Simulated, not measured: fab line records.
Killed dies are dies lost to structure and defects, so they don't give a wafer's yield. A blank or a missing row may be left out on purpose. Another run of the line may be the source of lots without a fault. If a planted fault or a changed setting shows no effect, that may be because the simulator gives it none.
A single fault, viewed from 2 desks    flow n5_finfet    what lay behind the numbers comes last; until then each desk has only its own

## FROM THE METROLOGY DESK
What the gauges read for every lot (on any tool): the sampled wafers with a number, averaged. The brackets show how far a lot's mean lies from the usual mean; more than 4 standard deviations puts the lot out of limits, marked OUT. Shown here are 7 of its 12 readings, the ones lying furthest out on some lot.
Columns: A = thk_nm at N5_FIN_SAQP_THK_MEAS_05, usual 37.9 nm; B = DIBL_N at N5_BEOL_M4_RC_MEAS_101, usual 36.8 mV/V; C = DIBL_P at N5_BEOL_M4_RC_MEAS_101, usual 37.1 mV/V; D = IOFF_P at N5_BEOL_M4_RC_MEAS_101, usual 0.22 nA/um; E = ION_N at N5_BEOL_M4_RC_MEAS_101, usual 679 uA/um; F = SS_N at N5_BEOL_M4_RC_MEAS_101, usual 71.7 mV/dec; G = VT_P at N5_BEOL_M4_RC_MEAS_101, usual -250 mV
lot   first seen here  A     B     C     D     E    F     G
L187  day 1 22:41      37.7  37.3  38.3  0.22  675  72.0  -251
L188  day 2 03:43      36.6  37.6  38.8  0.27  684  71.4  -247
L189  day 2 09:47      37.5  37.0  36.1  0.20  675  71.0  -251
L199  day 4 21:29      38.6  37.1  40.0  0.26  674  72.5  -246
L200  day 5 03:35      37.5  35.3  33.7  0.21  669  71.1  -250
L201  day 5 09:20      38.2  38.4  36.8  0.25  667  71.7  -248
L203  day 5 21:04      38.2  37.0  37.0  0.23  687  71.4  -248
L204  day 6 03:31      38.5  35.8  36.7  0.22  677  71.2  -250
L207  day 6 21:16      37.7  38.1  36.7  0.18  679  71.8  -256
L208  day 7 03:16      37.5  37.8  37.8  0.24  698  71.8  -249
L209  day 7 09:45      38.1  34.9  34.7  0.22  679  71.7  -248
Result from this desk: across the 11 lots, nothing is out of limits.

## AT THE TOOL OWNER'S DESK: litho_track-01
The tool's own readings at N5_FIN_SAQP_COAT_49 (time 60 s, resist thk 100 nm): means of the sampled wafers that have a number, for each lot that ran on this tool. The brackets show how far a lot's mean lies from the usual mean; more than 4 standard deviations puts the lot out of limits, marked OUT.
Columns: A = heater_power_total_W at N5_FIN_SAQP_COAT_49, usual 500.4 W; B = run_length_s at N5_FIN_SAQP_COAT_49, usual 66.15 s
lot   first seen here  A                 B
L187  day 1 23:01      500.4             66.15
L189  day 2 10:07      501.3             66.15
L199  day 4 21:48      508.1 (+4.0) OUT  64.69 (-9.7) OUT
L200  day 5 03:55      511.5 (+5.8) OUT  64.20 (-13) OUT
L201  day 5 09:39      512.2 (+6.2) OUT  64.17 (-13) OUT
Finding of this desk: L199, L200, L201 out of limits; the first was L199 at day 4 21:48, on heater_power_total_W at N5_FIN_SAQP_COAT_49. In limits: L187, L189.

## BROUGHT TOGETHER
On L199, L200, L201, at day 4 21:48, an alarm was possible from the tool owner's desk.
The metrology desk saw nothing out of limits.
The metrology desk has L199, L200, L201 on record, within its limits.
The lots listed all ran N5_FIN_SAQP_COAT_49 on litho_track-01.

## WHAT HAD BEEN PUT IN BY THE SIMULATOR
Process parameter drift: litho_track-01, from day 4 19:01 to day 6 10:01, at N5_FIN_SAQP_COAT_49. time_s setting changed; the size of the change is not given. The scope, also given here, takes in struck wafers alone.
Shown lots that were struck: L199, L200, L201.
Hours from the fault's start to each desk's first reading out of limits: the tool owner's desk, 3.
